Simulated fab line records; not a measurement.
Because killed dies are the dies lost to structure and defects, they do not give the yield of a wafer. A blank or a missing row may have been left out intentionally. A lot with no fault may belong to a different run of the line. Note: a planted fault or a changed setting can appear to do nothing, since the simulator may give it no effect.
Which tool was responsible? / flow nand harc / Sampling: 6 lots, 18 wafers, 5 of 1159 route steps

== WHAT THE GAUGES SHOWED, per wafer ==
NHARC_END_SORT_01.
lot=L970; measured=day 25 00:58; on=prober-01; killed at array=670 676 672

== WHICH TOOL RAN EACH LOT (tool, then ch and the chambers of the sampled wafers, then the start) ==
lot=L949; NHARC_A_STAIRCASE_TRIM_226=rie diel-02 ch 0,3, day 12 04:56 or earlier; NHARC_A_STAIRCASE_ETCH_227=rie diel-02 ch 0,3, day 12 04:56 or earlier; NHARC_A_STAIRCASE_DEP_259=pecvd-01 ch 0,1,2, day 12 04:56; NHARC_A_STAIRCASE_DESCUM_291=rie diel-10 ch 0,1,3, day 12 05:57
lot=L953; NHARC_A_STAIRCASE_TRIM_226=rie diel-06 ch 0,1,3, day 12 22:41 or earlier; NHARC_A_STAIRCASE_ETCH_227=rie diel-06 ch 0,1,2, day 12 22:41 or earlier; NHARC_A_STAIRCASE_DEP_259=pecvd-03 ch 0,1,2, day 12 22:41; NHARC_A_STAIRCASE_DESCUM_291=rie diel-10 ch 0,1,2, day 12 23:39
lot=L957; NHARC_A_STAIRCASE_TRIM_226=rie diel-02 ch 1,2,3, day 13 23:10 or earlier; NHARC_A_STAIRCASE_ETCH_227=rie diel-02 ch 0,1,3, day 13 23:10 or earlier; NHARC_A_STAIRCASE_DEP_259=pecvd-04 ch 0,2, day 13 23:10; NHARC_A_STAIRCASE_DESCUM_291=rie diel-10 ch 0,1,3, day 14 00:10
lot=L958; NHARC_A_STAIRCASE_TRIM_226=rie diel-02 ch 1,2,3, day 14 08:20 or earlier; NHARC_A_STAIRCASE_ETCH_227=rie diel-02 ch 1,2, day 14 08:20 or earlier; NHARC_A_STAIRCASE_DEP_259=pecvd-04 ch 0,1, day 14 08:20; NHARC_A_STAIRCASE_DESCUM_291=rie diel-02 ch 0,1, day 14 09:19
lot=L964; NHARC_A_STAIRCASE_TRIM_226=rie diel-06 ch 0,1,2, day 15 11:27 or earlier; NHARC_A_STAIRCASE_ETCH_227=rie diel-06 ch 0,1,3, day 15 11:27 or earlier; NHARC_A_STAIRCASE_DEP_259=pecvd-04 ch 1,2, day 15 11:27; NHARC_A_STAIRCASE_DESCUM_291=rie diel-10 ch 1,2,3, day 15 12:27
lot=L970; NHARC_A_STAIRCASE_TRIM_226=rie diel-10 ch 0,3, day 17 06:28; NHARC_A_STAIRCASE_ETCH_227=rie diel-10 ch 0,2,3, day 17 12:35 or earlier; NHARC_A_STAIRCASE_DEP_259=pecvd-04 ch 0,1,2, day 17 12:35; NHARC_A_STAIRCASE_DESCUM_291=rie diel-02 ch 1,2,3, day 17 13:35
- NHARC_A_STAIRCASE_TRIM_226: chemistry O2, time 211.2 s.
- NHARC_A_STAIRCASE_ETCH_227: etches the open film in C4F8/O2, target depth 100 nm, time 40.5 s.
- NHARC_A_STAIRCASE_DEP_259: deposits SiON, target thk 30 nm.
- NHARC_A_STAIRCASE_DESCUM_291: chemistry O2, time 3 s.

== THE ANSWER, worked out from the rows above alone ==
Rule: the lots themselves supply what counts as usual. Put in order of their means at a reading, lots are off if they are a third of the lots or fewer, leave a main group of 4 or more, and stand apart from it by a gap of 3 or more times the standard deviation of the main group's means; of several such gaps the widest counts. A main group whose means are all the same, to the digits that the tables above print for the reading, isn't used. A lot without any number at a reading at which 4 lots or more have one is off too. The other lots that the step has rows for count as sound.
None of the lots is off at any reading shown; this tells nothing.

== WHAT THE SIMULATOR PUT IN ==
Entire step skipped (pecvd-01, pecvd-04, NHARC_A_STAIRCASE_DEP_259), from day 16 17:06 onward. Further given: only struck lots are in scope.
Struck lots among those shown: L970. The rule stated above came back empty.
